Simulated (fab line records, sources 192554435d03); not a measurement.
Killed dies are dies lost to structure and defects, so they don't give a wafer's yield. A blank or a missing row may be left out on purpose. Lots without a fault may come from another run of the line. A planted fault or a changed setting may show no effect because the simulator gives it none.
Split-lot experiment | flow n5_finfet | 7 lots, 21 wafers read, on a route of 1938 steps

THE SPLIT
At N5_BEOL_M13_SPUTTER_43 (material TaN, target thk 15 nm, time 24.19 s), the setting time_s was moved away from the recipe's 24.19 s on 10 of the 21 wafers read, by -12.4% to +9.1%. The other wafers ran this setting at the recipe's value.

The reading is taken at the split's own step.

THE READING
TaN_of_BEOL_M13_SPUTTER_43.thk_nm (the simulator's own value, which no gauge read), in nm, at N5_BEOL_M13_SPUTTER_43 (material TaN, target thk 15 nm, time 24.19 s). The file gives no usual value for it. The 11 wafers here that ran the recipe average 15.1 nm, standard deviation 0.2 nm.

wafer  | tool, chamber at the split | time_s as run, s | against the recipe | TaN_of_BEOL_M13_SPUTTER_43.thk_nm, nm | against lot-mates on the recipe
L074.1 | pvd_sputter-02, -          | 24.19            | recipe             | 14.8                                  | -
L074.2 | pvd_sputter-02, -          | 24.19            | recipe             | 15                                    | -
L074.3 | pvd_sputter-02, -          | 24.19            | recipe             | 15                                    | -
L075.1 | pvd_sputter-01, -          | 21.73            | -10.2%             | 13.6                                  | -1.4
L075.3 | pvd_sputter-01, -          | 24.19            | recipe             | 15                                    | -
L075.5 | pvd_sputter-01, -          | 24.19            | recipe             | 15                                    | -
L081.2 | pvd_sputter-02, -          | 21.19            | -12.4%             | 13.4                                  | -1.6
L081.3 | pvd_sputter-02, -          | 24.19            | recipe             | 15                                    | -
L081.4 | pvd_sputter-02, -          | 21.19            | -12.4%             | 13.6                                  | -1.4
L084.3 | pvd_sputter-02, -          | 25.63            | +6.0%              | 16.4                                  | +1.0
L084.4 | pvd_sputter-02, -          | 24.19            | recipe             | 15.4                                  | -
L084.6 | pvd_sputter-02, -          | 24.19            | recipe             | 15.4                                  | -
L085.1 | pvd_sputter-01, -          | 26.19            | +8.3%              | 16.2                                  | no lot-mate on the recipe
L085.2 | pvd_sputter-01, -          | 26.19            | +8.3%              | 16.2                                  | no lot-mate on the recipe
L085.6 | pvd_sputter-01, -          | 26.19            | +8.3%              | 16.2                                  | no lot-mate on the recipe
L092.2 | pvd_sputter-02, -          | 24.19            | recipe             | 15.2                                  | -
L092.5 | pvd_sputter-02, -          | 24.19            | recipe             | 15.2                                  | -
L092.3 | pvd_sputter-02, -          | 26.39            | +9.1%              | 16.4                                  | +1.2
L094.2 | pvd_sputter-03, -          | 24.19            | recipe             | 14.8                                  | -
L094.3 | pvd_sputter-03, -          | 22.67            | -6.3%              | 14                                    | -0.8
L094.6 | pvd_sputter-03, -          | 22.67            | -6.3%              | 14                                    | -0.8

THE FIT
A straight line over all 21 wafers: TaN_of_BEOL_M13_SPUTTER_43.thk_nm changes by +0.142 nm for each +1% of time_s; r = +0.98; the points scatter about the line by 0.21 nm.
The same after taking each lot's own level away (the mean of its wafers on the recipe; 18 wafers): +0.13 nm for each +1%; r = +0.99; scatter 0.087 nm.
On that fit, the largest move of time_s shifts the reading by 1.6 nm.
The lots' own levels span 14.80 to 15.40 nm, that is 3.1 times the standard deviation above.
So the lot-to-lot level changes the slope little: the two slopes agree.
Check: with one of the wafers moved furthest among these (-12.4%) left out of the fit, the line predicts -1.59 nm for it against its lot-mates. It came out at -1.6 nm against them.

OTHER SPLITS ON THESE WAFERS
These wafers also went through other splits before the reading. Each is held against what the fit with the lots' levels taken away leaves over:
other split on the same wafers   | wafers away from the commonest value | r with TaN_of_BEOL_M13_SPUTTER_43.thk_nm (lot level and that fit taken away)
N5_BEOL_M8_TRENCH_ETCH_37 time_s | 4                                    | -0.02
N5_BEOL_M9_COAT_22 spin_rpm      | 12                                   | -0.16
N5_BEOL_M9_ETCH_66 bias_w        | 4                                    | +0.29
N5_BEOL_M10_ETCH_62 time_s       | 9                                    | -0.30
N5_BEOL_M11_CURE_72 time_s       | 5                                    | -0.03
N5_BEOL_M12_SPUTTER_44 time_s    | 5                                    | -0.02

THE FILE'S OWN FIT
TaN_of_BEOL_M13_SPUTTER_43.thk_nm changes by +0.132 nm for each +1% of time_s, r = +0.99.
